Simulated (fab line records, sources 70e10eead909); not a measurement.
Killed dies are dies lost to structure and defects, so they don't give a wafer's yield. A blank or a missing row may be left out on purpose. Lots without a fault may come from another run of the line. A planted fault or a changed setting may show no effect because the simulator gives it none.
fab line records | flow nand_harc
record lots=11 wafers=33 last_day=33
route steps=1302 shown P_START@1 P_ZERO_WELL@12 P_STI@87 END@1302
lots that met no fault: from a run of the same line without faults
start_h: hours from the record's first day to the start of the lot's first wafer shown | wait_h: hours since the lot's step before | " the same as in the row above | L1.1+2: a row that stands for several wafers | - no value, or no start given | * or withheld: withheld | < > ~ a bound
route shown NAME@n: a module of which the file shows steps, and the number in the route of the first | usual: mean/standard deviation of fault-free wafers | same: alike in all rows | chamber/n: place in a boat | sites: the reading at each site | _std_site: their standard deviation | _edge_site: outer sites' mean less inner sites' | radius_mm: how far each site lies from the wafer's centre | mask NAME#n: copy n | behind: the tool/chamber that last shaped the wafer | hold: why the lot was held/for how many hours/how that ended | device: the transistor (n, p or np) that didn't switch | end of line: the same wafers' tests at the end of the route | a step without rows: its recipe alone | killed: dies lost to structure and defects at the first sort, not the wafer's yield | map: a wafer's dies, x killed, . not, _ none there
set.NAME: the setting as run; set.NAME@STEP: as run at that earlier step | model.NAME: the simulator's own value behind a step, which no gauge read
steps of the route over a sample of lots; a table a step, a row a wafer
services: from which hour (start_h, from the record's first day; less than 0 if before it) a tool's chamber was out of use, for how many hours, and why
## steps
# step NHARC_P_START_INSPECT_01
# usual raw_defect_count=3.6/2.1
# columns lot.wafer tool chamber start_h wait_h raw_defect_count
L351.1 defect_inspect-01 - 20.04 - 2
L351.5 " - " " 4
L351.6 " - " " 2
L352.1 defect_inspect-02 - 30.04 - 7
L352.2 " - " " 7
L352.5 " - " " 7
L354.1 defect_inspect-02 - 50.04 - 5
L354.2 " - " " 5
L354.6 " - " " 4
L357.2 defect_inspect-02 - 80.04 - 2
L357.4 " - " " 2
L357.5 " - " " 6
L359.2 defect_inspect-01 - 100.04 - 4
L359.5 " - " " 6
L359.6 " - " " 1
L360.1 defect_inspect-01 - 110.04 - 3
L360.5 " - " " 2
L360.6 " - " " 4
L361.1 defect_inspect-01 - 120.04 - 6
L361.4 " - " " 3
L361.6 " - " " 3
L367.1 defect_inspect-01 - 180.04 - 5
L367.3 " - " " 4
L367.6 " - " " 4
L368.1 defect_inspect-01 - 190.04 - 3
L368.5 " - " " 1
L368.6 " - " " 5
L373.3 defect_inspect-02 - 240.04 - 0
L373.4 " - " " 2
L373.6 " - " " 5
L374.1 defect_inspect-01 - 250.04 - 1
L374.3 " - " " 3
L374.6 " - " " 4
# step NHARC_P_ZERO_WELL_PEB_09
# recipe peb_temp_c=128 peb_time_s=80
# usual heater_power_total_W=189.8/0.81 plate_temp_C=128.01/0.14
# columns lot.wafer tool chamber start_h wait_h heater_power_total_W plate_temp_C
L351.1 litho_track-03 0 21.15 0.1 190.5 127.93
L351.5 " 0 " " 190.1 127.90
L351.6 " 0 " " 190.9 127.97
L352.1 litho_track-03 0 31.15 0.1 188.6 127.86
L352.2 " 0 " " 190.9 127.76
L352.5 " 0 " " 189.1 127.79
L354.1 litho_track-03 0 51.18 0.1 190.3 127.92
L354.2 " 0 " " 189.1 128.07
L354.6 " 0 " " 188.5 128.00
L357.2 litho_track-02 0 81.04 0.1 189.3 127.90
L357.4 " 0 " " 189.0 128.17
L357.5 " 0 " " 190.2 127.92
L359.2 litho_track-07 0 101.15 0.1 189.2 127.83
L359.5 " 0 " " 188.9 127.87
L359.6 " 0 " " 188.7 127.66
L360.1 litho_track-02 0 111.16 0.1 188.6 128.05
L360.5 " 0 " " 190.3 127.98
L360.6 " 0 " " 189.2 127.84
L361.1 litho_track-02 0 121.15 0.1 190.8 127.95
L361.4 " 0 " " 190.6 127.98
L361.6 " 0 " " 188.9 127.74
L367.1 litho_track-03 0 181.22 0.1 211.4 139.80
L367.3 " 0 " " 212.4 139.92
L367.6 " 0 " " 213.9 139.72
L368.1 litho_track-03 0 191.15 0.1 213.5 139.90
L368.5 " 0 " " 211.7 139.60
L368.6 " 0 " " 213.7 139.66
L373.3 litho_track-02 0 241.05 0.1 190.9 127.97
L373.4 " 0 " " 189.8 128.04
L373.6 " 0 " " 189.5 127.99
L374.1 litho_track-03 0 251.16 0.1 189.2 127.82
L374.3 " 0 " " 189.1 127.80
L374.6 " 0 " " 188.6 128.10
# step NHARC_P_ZERO_WELL_CD_MEAS_11
# recipe target_cd_nm=500 landing_energy_ev=500
# usual cd_nm=499.8/2.9
# columns lot.wafer tool chamber start_h wait_h cd_nm
L351.1 cd_sem-02 0 21.24 - 496.9
L351.5 " 0 " " 499.6
L351.6 " 0 " " 504.1
L352.1 cd_sem-01 0 31.24 - 499.7
L352.2 " 0 " " 500.6
L352.5 " 0 " " 501.4
L354.1 cd_sem-03 0 51.26 - 501.2
L354.2 " 0 " " 506.9
L354.6 " 0 " " 500.3
L357.2 cd_sem-01 0 81.13 - 497.5
L357.4 " 0 " " 495.2
L357.5 " 0 " " 500.0
L359.2 cd_sem-03 0 101.24 - 498.6
L359.5 " 0 " " 496.1
L359.6 " 0 " " 496.7
L360.1 cd_sem-02 0 111.25 - 501.1
L360.5 " 0 " " 502.9
L360.6 " 0 " " 504.3
L361.1 cd_sem-03 0 121.24 - 500.2
L361.4 " 0 " " 498.5
L361.6 " 0 " " 502.2
L367.1 cd_sem-01 0 181.31 - 552.3
L367.3 " 0 " " 550.1
L367.6 " 0 " " 551.3
L368.1 cd_sem-03 0 191.24 - 554.3
L368.5 " 0 " " 547.7
L368.6 " 0 " " 551.4
L373.3 cd_sem-03 0 241.14 - 496.2
L373.4 " 0 " " 502.4
L373.6 " 0 " " 500.8
L374.1 cd_sem-01 0 251.24 - 501.8
L374.3 " 0 " " 499.3
L374.6 " 0 " " 499.2
# step NHARC_P_STI_DESCUM_14
# recipe time_s=3 o2_flow_sccm=200 ar_flow_sccm=0 bias_power_w=0 chemistry=O2
# usual chamber_pressure_mTorr=60.00/0.056 drypump_motor_current_A=5.4/0.5 oes_product_au=1.001/0.012 rf_vpp_V=57.8/0.93 showerhead_plenum_p_Torr=1.90/0.07 throttle_valve_pct=11.312/0.0093
# columns lot.wafer tool chamber start_h wait_h chamber_pressure_mTorr drypump_motor_current_A oes_product_au rf_hours_counter_h rf_vpp_V showerhead_plenum_p_Torr throttle_valve_pct
L351.1 rie_diel-01 2 47.77 - 60.05 5.9 0.993 1 58.4 2.02 11.323
L351.6 " 3 " " 60.00 4.8 1.002 - 58.5 2.02 11.304
L351.5 " 0 " " 59.94 4.9 1.006 - 57.2 1.89 11.312
L352.1 rie_diel-11 0 53.90 - 60.00 5.4 1.028 13 58.9 1.82 11.306
L352.2 " 2 " " 59.93 4.8 1.021 14 57.5 1.82 11.312
L352.5 " 0 " " 60.02 5.5 1.029 - 58.4 1.82 11.311
L354.1 rie_diel-11 2 72.34 - 60.07 4.8 1.009 15 56.3 1.82 11.314
L354.2 " 3 " " 60.02 6.2 0.998 14 56.4 1.90 11.318
L354.6 " 0 " " 60.09 5.4 1.037 - 57.9 1.82 11.324
L357.2 rie_diel-11 2 103.38 - 59.98 4.8 1.006 1 57.1 1.82 11.325
L357.4 " 3 " " 59.92 6.2 1.006 2 58.2 1.90 11.323
L357.5 " 0 " " 59.97 5.5 1.001 - 58.3 1.82 11.316
L359.2 rie_diel-03 0 122.99 - 59.96 5.4 0.994 1 56.8 1.82 11.322
L359.6 " 0 " " 59.99 5.4 1.007 - 57.8 1.82 11.292
L359.5 " 1 " " 60.01 5.4 1.007 - 56.4 1.91 11.313
L360.1 rie_diel-11 3 135.38 - 60.06 6.2 1.004 4 57.6 1.90 11.306
L360.5 " 1 " " 59.98 6.5 0.971 - 58.0 1.90 11.305
L360.6 " 2 " " 60.07 4.8 1.046 - 57.3 1.82 11.318
L361.1 rie_diel-03 3 144.57 - 60.06 5.3 0.995 2 57.9 1.91 11.312
L361.4 " 2 " " 60.00 5.0 0.986 - 58.8 1.85 11.305
L361.6 " 3 " " 60.05 5.3 1.000 - 58.3 1.91 11.329
L367.1 rie_diel-11 3 205.05 - 60.03 6.2 1.005 10 57.8 1.89 11.322
L367.3 " 1 " " 59.93 6.5 0.990 9 57.0 1.90 11.314
L367.6 " 3 " " 59.96 6.2 0.989 - 56.8 1.89 11.312
L368.1 rie_diel-03 0 212.42 - 59.97 5.4 0.984 6 57.4 1.82 11.318
L368.5 " 2 " " 60.01 5.0 0.997 - 57.9 1.85 11.326
L368.6 " 3 " " 60.07 5.3 0.993 - 58.1 1.91 11.315
L373.4 rie_diel-01 1 266.47 - 59.89 5.7 0.997 2 58.0 1.83 11.316
L373.3 " 0 " " 60.06 4.9 0.995 2 57.4 1.89 11.305
L373.6 " 2 " " 60.00 5.9 0.992 - 59.1 2.02 11.312
L374.1 rie_diel-03 1 276.52 - 59.92 5.4 1.003 12 56.6 1.91 11.303
L374.3 " 3 " " 60.01 5.3 0.994 10 57.6 1.91 11.309
L374.6 " 0 " " 60.04 5.4 0.995 - 56.6 1.82 11.290
# step NHARC_P_STI_ETCH_31
# recipe target_depth_a=1089 time_s=54.5 cf4_flow_sccm=100 chf3_flow_sccm=30 ar_flow_sccm=0 rf_w=500 bias_w=200 chemistry=CF4/CHF3
# usual chamber_pressure_mTorr=25.001/0.022 drypump_motor_current_A=5.4/0.49 oes_product_au=0.965/0.021 rf_vpp_V=370.1/1.9 showerhead_plenum_p_Torr=1.56/0.053 throttle_valve_pct=16.803/0.0089
# columns lot.wafer tool chamber start_h wait_h chamber_pressure_mTorr drypump_motor_current_A oes_product_au rf_hours_counter_h rf_vpp_V showerhead_plenum_p_Torr throttle_valve_pct
L351.1 rie_diel-01 3 - - 25.028 4.8 0.961 1 373.5 1.65 16.803
L351.6 " 3 " " 25.025 4.8 0.957 - 372.0 1.65 16.817
L351.5 " 0 " " 25.032 4.9 0.957 - 370.5 1.56 16.796
L352.2 rie_diel-11 0 - - 25.037 5.5 1.001 13 369.0 1.50 16.809
L352.1 " 3 " " 24.985 6.2 0.967 13 370.7 1.56 16.816
L352.5 " 2 " " 25.022 4.8 0.974 - 368.5 1.50 16.788
L354.2 rie_diel-11 3 - - 24.980 6.2 0.988 14 369.8 1.56 16.815
L354.1 " 1 " " 24.995 6.4 0.950 16 372.0 1.56 16.791
L354.6 " 3 " " 25.003 6.2 0.974 - 368.5 1.56 16.797
L357.2 rie_diel-11 2 - - 24.974 4.8 0.993 1 367.2 1.50 16.791
L357.4 " 3 " " 24.972 6.2 0.980 2 368.6 1.56 16.800
L357.5 " 1 " " 25.020 6.5 0.966 - 369.7 1.56 16.800
L359.2 rie_diel-03 0 - - 25.033 5.4 0.969 1 369.1 1.50 16.802
L359.6 " 1 " " 25.017 5.4 0.961 - 371.4 1.57 16.815
L359.5 " 2 " " 24.979 5.0 0.960 - 368.3 1.52 16.816
L360.1 rie_diel-11 0 - - 25.023 5.5 1.001 4 369.9 1.50 16.792
L360.6 " 0 " " 24.982 5.5 0.994 - 368.5 1.50 16.821
L360.5 " 1 " " 25.008 6.5 0.946 - 369.7 1.56 16.808
L361.1 rie_diel-03 3 - - 24.995 5.3 0.965 2 370.7 1.57 16.807
L361.4 " 0 " " 25.005 5.4 0.969 - 366.6 1.50 16.790
L361.6 " 2 " " 25.025 5.0 0.944 - 369.5 1.52 16.803
L367.1 rie_diel-11 2 - - 25.001 4.8 1.006 9 368.9 1.50 16.791
L367.3 " 0 " " 24.955 5.5 0.964 10 367.0 1.50 16.801
L367.6 " 2 " " 25.027 4.8 1.002 - 366.7 1.50 16.799
L368.1 rie_diel-03 1 - - 25.021 5.4 0.927 6 370.2 1.57 16.808
L368.5 " 0 " " 24.999 5.4 0.922 - 368.9 1.50 16.812
L368.6 " 1 " " 25.000 5.4 0.927 - 370.1 1.57 16.800
L373.4 rie_diel-01 1 - - 24.990 5.7 0.962 2 369.4 1.51 16.823
L373.3 " 3 " " 25.016 4.8 0.983 2 372.5 1.65 16.805
L373.6 " 0 " " 25.002 5.0 0.985 - 369.5 1.55 16.798
L374.1 rie_diel-03 2 - - 25.003 5.0 0.941 10 367.6 1.52 16.796
L374.3 " 0 " " 24.998 5.4 0.948 12 368.8 1.50 16.814
L374.6 " 2 " " 25.009 5.0 0.943 - 368.1 1.52 16.785
# step NHARC_END_SORT_01
# recipe temp_c=25
# usual killed_at_array=52/17 killed_at_other=1.2/1.4 killed_at_periphery=4.7/2.9 killed_dies=58/17 killed_open=3.2/1.9 killed_short=2.4/1.4
# same gross_dies=677
# columns lot.wafer tool chamber start_h wait_h killed_at_array killed_at_other killed_at_periphery killed_dies killed_open killed_short
L354.1 prober-02 0 598.72 2.5 73 2 2 77 2 1
L354.2 prober-02 0 599.51 2.8 41 0 1 42 2 3
L354.6 prober-02 0 602.67 3.9 47 1 2 50 3 4
L357.2 prober-01 0 617.23 2.8 44 0 3 47 4 2
L357.4 prober-01 0 618.85 3.4 40 2 4 46 2 3
L357.5 prober-01 0 619.66 3.7 50 1 3 54 2 2
L359.2 prober-02 0 643.63 2.8 69 0 2 71 2 1
L359.5 prober-02 0 646.03 3.7 81 0 6 87 8 3
L359.6 prober-02 0 646.83 4.0 63 0 2 65 1 2
L360.1 prober-02 0 660.71 2.5 65 5 12 82 2 0
L360.5 prober-02 0 663.92 3.7 66 3 5 74 0 3
L360.6 prober-02 0 664.72 4.0 70 6 5 81 3 0
L368.1 prober-02 0 715.31 2.5 79 3 8 90 3 2
L368.5 prober-02 0 718.48 3.7 78 1 9 88 4 2
L368.6 prober-02 0 719.27 4.0 89 1 7 97 5 1
L367.1 prober-01 0 715.33 2.5 31 0 10 41 6 3
L367.3 prober-01 0 716.94 3.1 28 0 4 32 3 3
L367.6 prober-01 0 719.35 4.0 15 0 5 20 2 1
# killed by level:class
L354.1 A_SLIT:chamber_film_flake=35 A_CHANNEL_HOLE_D2:chamber_film_flake=26 A_STAIRCASE:chamber_film_flake=4 A_CONTACT:chamber_film_flake=3 P_M2:chamber_film_flake=2 THIN_TSV:chamber_film_flake=2 A_CHANNEL_FILL_D1:geometric_particle:open=1 A_ONON_D2:geometric_particle:open=1
L354.2 A_SLIT:chamber_film_flake=17 A_CHANNEL_HOLE_D2:chamber_film_flake=14 A_CHANNEL_FILL_D1:geometric_particle:open=1 A_DECK1_JOINT:geometric_particle:short=1 A_CHANNEL_FILL_D2:geometric_particle:short=1 A_CONTACT:geometric_particle:open=1 A_BLC:geometric_particle:short=1 P_CONTACT:chamber_film_flake=1
L354.6 A_CHANNEL_HOLE_D2:chamber_film_flake=15 A_SLIT:chamber_film_flake=15 A_STAIRCASE:chamber_film_flake=7 A_CHANNEL_FILL_D1:geometric_particle:short=2 A_CHANNEL_HOLE_D1:chamber_film_flake=2 P_GATE:geometric_particle:short=1 A_CHANNEL_FILL_D1:geometric_particle:open=1 A_ONON_D2:geometric_particle:open=1
L357.2 A_CHANNEL_HOLE_D1:chamber_film_flake=15 A_CHANNEL_HOLE_D2:chamber_film_flake=13 A_CONTACT:chamber_film_flake=4 A_STAIRCASE:chamber_film_flake=2 A_WL_FILL:chamber_film_flake=2 A_M1:chamber_film_flake=2 P_STI:geometric_particle:open=1 P_M0:geometric_particle:open=1
L357.4 A_CHANNEL_HOLE_D1:chamber_film_flake=15 A_CHANNEL_HOLE_D2:chamber_film_flake=6 A_CONTACT:chamber_film_flake=5 A_CHANNEL_FILL_D1:chamber_film_flake=3 P_GATE:chamber_film_flake=3 A_M1:chamber_film_flake=3 A_CHANNEL_FILL_D2:geometric_particle:open=2 THIN_TSV:chamber_film_flake=2
L357.5 A_CHANNEL_HOLE_D1:chamber_film_flake=28 A_CHANNEL_HOLE_D2:chamber_film_flake=9 A_CONTACT:chamber_film_flake=5 A_M1:chamber_film_flake=3 P_ZERO_WELL:chamber_film_flake=2 A_CHANNEL_FILL_D2:geometric_particle:short=1 A_STAIRCASE:geometric_particle:open=1 A_STAIRCASE:geometric_particle:short=1
L359.2 A_SLIT:chamber_film_flake=30 A_CHANNEL_HOLE_D2:chamber_film_flake=15 A_CHANNEL_HOLE_D1:chamber_film_flake=14 A_DECK1_JOINT:chamber_film_flake=2 A_STAIRCASE:chamber_film_flake=2 A_WL_FILL:chamber_film_flake=2 P_CONTACT:geometric_particle:open=1 A_DECK1_JOINT:geometric_particle:open=1
L359.5 A_SLIT:chamber_film_flake=23 A_CHANNEL_HOLE_D2:chamber_film_flake=22 A_CHANNEL_HOLE_D1:chamber_film_flake=22 P_M0:geometric_particle:open=3 A_CONTACT:chamber_film_flake=3 A_M0:geometric_particle:short=2 A_M0:geometric_particle:open=2 A_CHANNEL_FILL_D2:chamber_film_flake=2
L359.6 A_SLIT:chamber_film_flake=32 A_CHANNEL_HOLE_D2:chamber_film_flake=13 A_CHANNEL_HOLE_D1:chamber_film_flake=12 P_GATE:chamber_film_flake=2 A_CONTACT:chamber_film_flake=2 A_ONON_D2:geometric_particle:short=1 A_CHANNEL_FILL_D2:geometric_particle:open=1 A_WL_FILL:geometric_particle:short=1
L360.1 A_SLIT:chamber_film_flake=30 A_CHANNEL_HOLE_D1:chamber_film_flake=18 A_CHANNEL_HOLE_D2:chamber_film_flake=6 P_GATE:chamber_film_flake=5 THIN_TSV:chamber_film_flake=5 A_CONTACT:chamber_film_flake=4 P_BONDPAD:chamber_film_flake=3 A_ZERO_WELL:chamber_film_flake=3
L360.5 A_CHANNEL_HOLE_D1:chamber_film_flake=23 A_SLIT:chamber_film_flake=19 A_CHANNEL_HOLE_D2:chamber_film_flake=8 A_BLC:chamber_film_flake=6 P_BONDPAD:chamber_film_flake=3 A_CONTACT:chamber_film_flake=3 THIN_TSV:chamber_film_flake=3 A_CHANNEL_FILL_D2:geometric_particle:short=1
L360.6 A_SLIT:chamber_film_flake=30 A_CHANNEL_HOLE_D1:chamber_film_flake=17 A_CONTACT:chamber_film_flake=10 A_CHANNEL_HOLE_D2:chamber_film_flake=6 THIN_TSV:chamber_film_flake=6 P_BONDPAD:chamber_film_flake=3 A_DECK1_JOINT:chamber_film_flake=2 A_WL_FILL:geometric_particle:open=1
L368.1 A_SLIT:chamber_film_flake=35 A_CHANNEL_HOLE_D1:chamber_film_flake=18 A_CHANNEL_HOLE_D2:chamber_film_flake=12 A_STAIRCASE:chamber_film_flake=3 THIN_TSV:chamber_film_flake=3 P_M1:chamber_film_flake=2 A_DECK1_JOINT:chamber_film_flake=2 A_CHANNEL_FILL_D2:chamber_film_flake=2
L367.1 A_CHANNEL_HOLE_D1:chamber_film_flake=9 A_SLIT:chamber_film_flake=6 P_ZERO_WELL:area_peb=4 A_STAIRCASE:chamber_film_flake=3 A_CONTACT:chamber_film_flake=3 P_GATE:chamber_film_flake=2 A_CHANNEL_FILL_D2:chamber_film_flake=2 P_CONTACT:geometric_particle:short=1
L367.3 A_CHANNEL_HOLE_D1:chamber_film_flake=7 A_STAIRCASE:chamber_film_flake=6 A_CONTACT:chamber_film_flake=6 P_GATE:chamber_film_flake=4 A_CHANNEL_FILL_D2:chamber_film_flake=2 A_SOURCE_PLATE:geometric_particle:open=1 A_ONON_D1:geometric_particle:short=1 A_ONON_D2:geometric_particle:short=1
L368.5 A_CHANNEL_HOLE_D2:chamber_film_flake=26 A_SLIT:chamber_film_flake=25 A_CHANNEL_HOLE_D1:chamber_film_flake=15 A_CONTACT:chamber_film_flake=6 P_ZERO_WELL:area_peb=5 P_CONTACT:geometric_particle:open=1 P_M0:geometric_particle:open=1 A_ONON_D1:geometric_particle:open=1
L368.6 A_SLIT:chamber_film_flake=36 A_CHANNEL_HOLE_D1:chamber_film_flake=26 A_CHANNEL_HOLE_D2:chamber_film_flake=14 A_CHANNEL_FILL_D1:chamber_film_flake=6 P_M1:chamber_film_flake=3 P_ZERO_WELL:area_peb=3 A_CHANNEL_FILL_D2:geometric_particle:open=2 P_M0:geometric_particle:open=1
L367.6 A_SLIT:chamber_film_flake=5 P_ZERO_WELL:area_peb=4 A_CHANNEL_HOLE_D1:chamber_film_flake=3 A_CONTACT:chamber_film_flake=2 P_CONTACT:geometric_particle:open=1 A_SOURCE_PLATE:geometric_particle:open=1 A_WL_FILL:geometric_particle:short=1 A_CHANNEL_FILL_D2:chamber_film_flake=1
## services
# columns tool chamber start_h hours kind
rie_diel-01 3 7.17 1.7 repair
rie_diel-03 0 7.82 7.0 repair
rie_diel-01 - 26.80 9.0 pm
rie_diel-03 0 38.30 9.6 repair
rie_diel-01 - 49.50 1.8 repair
litho_track-02 - 52.00 7.0 pm
rie_diel-11 1 52.56 1.8 repair
rie_diel-11 1 62.99 4.8 repair
litho_track-07 - 76.00 7.0 pm
rie_diel-11 - 78.51 9.0 pm
rie_diel-11 2 96.97 2.2 repair
litho_track-03 - 100.00 7.0 pm
rie_diel-03 - 104.71 9.0 pm
rie_diel-11 3 113.27 1.2 repair
rie_diel-03 1 143.65 2.8 repair
rie_diel-03 - 181.80 0.5 repair
rie_diel-03 2 182.89 12.9 repair
rie_diel-01 - 203.80 9.0 pm
rie_diel-11 1 222.13 6.3 repair
litho_track-02 - 227.00 7.0 pm
rie_diel-03 0 253.33 6.0 repair
rie_diel-11 - 255.51 9.0 pm
rie_diel-01 1 256.12 4.8 repair
litho_track-03 - 275.00 7.0 pm
## key
first_sign step=NHARC_P_ZERO_WELL_PEB_09 reading=plate_temp_C direction=up sigmas=86 usual=* struck=*
effect step=NHARC_P_ZERO_WELL_PEB_09 reading=heater_power_total_W direction=up sigmas=29 usual=* struck=*
effect step=NHARC_P_ZERO_WELL_CD_MEAS_11 reading=cd_nm direction=up sigmas=18 usual=499.8 struck=551.2
met_at NHARC_P_ZERO_WELL_PEB_09
struck_lots L367,L368
tester_left_out L367,L368
not_acting_at NHARC_P_START_INSPECT_01,NHARC_P_STI_DESCUM_14,NHARC_P_STI_ETCH_31
onset_between 51.18 181.22
fault kind=process_parameter_drift tool=litho_track-03 chamber=- onset_h=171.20 steps=NHARC_P_ZERO_WELL_PEB_09 channel=peb_temp_c offset=* shape=step end_h=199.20 acts_in=* stated=*
# tester_left_out: of these lots the tester's yield and bins aren't shown, on N5 and GAA mostly nor the transistor test; their killed dies are dies lost to structure and defects alone, not to doping, threshold or leakage, so they don't give the yield
